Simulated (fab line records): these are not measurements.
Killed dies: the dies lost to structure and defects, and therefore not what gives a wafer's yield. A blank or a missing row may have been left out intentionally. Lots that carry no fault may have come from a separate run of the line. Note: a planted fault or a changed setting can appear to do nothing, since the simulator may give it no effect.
The same fault as seen by 2 desks    flow n5 finfet    what lay behind the numbers comes last; until then each desk has only its own

METROLOGY DESK
What the gauges read, lot by lot, whatever tool the lot ran on: means of the sampled wafers that have a number. The brackets show how far a lot's mean lies from the usual mean; more than 4 standard deviations puts the lot out of limits, marked OUT.
Columns: A = trench depth nm at N5_BEOL_M2_OCD_MEAS_38, usual 55.4 nm; B = cd nm at N5_BEOL_M2_CD_MEAS_35, usual 18.0 nm; C = M2_THK at N5_BEOL_M2_THK_MEAS_53, usual 40.9 nm; D = M2_RS at N5_BEOL_M2_RS_MEAS_58, usual 0.67 ohm/sq
lot   first seen here  A     B     C     D
L724  day 7 03:05      55.9  17.9  41.3  0.66
L725  day 7 06:14      54.8  17.9  40.5  0.68
L726  day 7 10:59      56.4  18.1  40.8  0.67
L727  day 7 19:13      54.8  18.1  39.2  0.70
L737  day 10 12:32     54.8  17.7  42.0  0.65
L739  day 10 19:14     55.4  18.0  39.9  0.69
Finding of this desk: none of the 6 lots has anything out of limits.

AT THE TOOL OWNER'S DESK: ald metal-04
The tool's own readings at N5_BEOL_M2_ALD_84 (deposits TaN, pulse time 2 s, purge time 3 s, co reactant purge time 2 s): means of the sampled wafers that have a number, for each lot that ran on this tool. The brackets show how far a lot's mean lies from the usual mean; more than 4 standard deviations puts the lot out of limits, marked OUT.
Columns: A = heater power w at N5_BEOL_M2_ALD_84, usual 421 W
lot   first seen here  A
L725  day 7 07:17      431
L726  day 7 11:26      412
L727  day 7 19:56      429
L737  day 10 13:14     418
L739  day 10 20:08     430
Finding of this desk: none of the 5 lots has anything out of limits.

BROUGHT TOGETHER
From the metrology desk's view, nothing was out of limits.
Nothing out of limits was seen by the tool owner's desk.

WHAT WAS PUT IN BY THE SIMULATOR
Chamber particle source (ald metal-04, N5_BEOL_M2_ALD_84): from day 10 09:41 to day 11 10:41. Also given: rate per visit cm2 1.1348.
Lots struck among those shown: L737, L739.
